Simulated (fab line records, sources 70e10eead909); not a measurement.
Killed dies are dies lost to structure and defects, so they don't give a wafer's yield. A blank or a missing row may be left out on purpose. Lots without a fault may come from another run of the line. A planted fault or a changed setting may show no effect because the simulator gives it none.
Chamber matching | flow nand_harc | NHARC_A_STAIRCASE_TRIM_20 on rie_diel-12: 4 sister chambers
The step chemistry O2, time 211.2 s. 4 wafers are shown with their chamber, then 7 later ones without.

WAFERS WITH THEIR CHAMBER
wafer  | chamber | showerhead_plenum_p_Torr (Torr)
L083.2 | 3       | 3.42
L085.6 | 0       | 3.48
L086.2 | 2       | 3.37
L086.3 | 1       | 3.60

WAFERS WITHOUT THEIR CHAMBER
wafer  | showerhead_plenum_p_Torr (Torr)
L086.6 | 3.42
L089.2 | 3.42
L089.4 | 3.47
L089.5 | 3.42
L091.2 | 3.47
L091.3 | 3.59
L091.6 | 3.59

WHICH CHAMBER EACH WENT THROUGH
wafer  | from the rows above | in truth
L086.6 | 3                   | 3
L089.2 | 3                   | 3
L089.4 | 0                   | 0
L089.5 | 3                   | 3
L091.2 | 0                   | 0
L091.3 | 1                   | 1
L091.6 | 1                   | 1
Placed correctly: 7 of 7. Can't be placed from these rows: 0. Placed wrongly: 0.
How it was worked out, from the rows above alone: a wafer's distance from a chamber is the root of the sum, over the readings, of the square of ((its reading less the chamber's mean) divided by the reading's scatter). The wafer belongs to the nearest chamber; if the next one is less than 2 further off, it can't be placed. A chamber's mean is the mean of its shown wafers. The scatter: with one shown wafer a chamber, the root of the mean of the squares of how far each hidden wafer lies from its nearest shown one.
